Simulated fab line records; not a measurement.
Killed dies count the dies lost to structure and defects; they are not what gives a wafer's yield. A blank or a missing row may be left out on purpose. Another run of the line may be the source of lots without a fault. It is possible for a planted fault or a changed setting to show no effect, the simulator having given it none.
Chamber matching    flow n5_finfet    N5_BEOL_M10_STRIP_67 on rie_diel-02: 4 sister chambers
The step strips in CF4. 4 wafers are shown with their chamber, then 11 later ones without.

WAFERS WITH THEIR CHAMBER
wafer   chamber  drypump_motor_current_A (A)
L076.5  0        5.9
L086.2  2        4.8
L086.6  1        5.7
L087.1  3        5.2

WAFERS MISSING THEIR CHAMBER
wafer   drypump_motor_current_A (A)
L087.5  5.2
L087.6  5.9
L090.4  5.9
L090.5  4.8
L090.6  5.2
L093.2  5.2
L093.4  5.9
L093.5  4.8
L094.1  4.8
L094.4  5.6
L094.5  4.8

THE CHAMBER EACH PASSED THROUGH
wafer   from the rows above  in truth
L087.5  3                    3
L087.6  0                    0
L090.4  0                    0
L090.5  2                    2
L090.6  3                    3
L093.2  3                    3
L093.4  0                    0
L093.5  2                    2
L094.1  2                    2
L094.4  1                    1
L094.5  2                    2
Correctly placed: 11 of 11. Can't be placed from these rows: 0. 0 placed wrongly.
How it was worked out, from the rows above alone: a wafer's distance from a chamber is the root of the sum, over the readings, of the square of ((its reading less the chamber's mean) divided by the reading's scatter). The wafer belongs to the nearest chamber; if the next one is less than 2 further off, it can't be placed. Each chamber's mean is taken over the wafers shown for it. The scatter: root of mean squared gap, hidden wafer to nearest shown wafer, with one shown wafer a chamber.
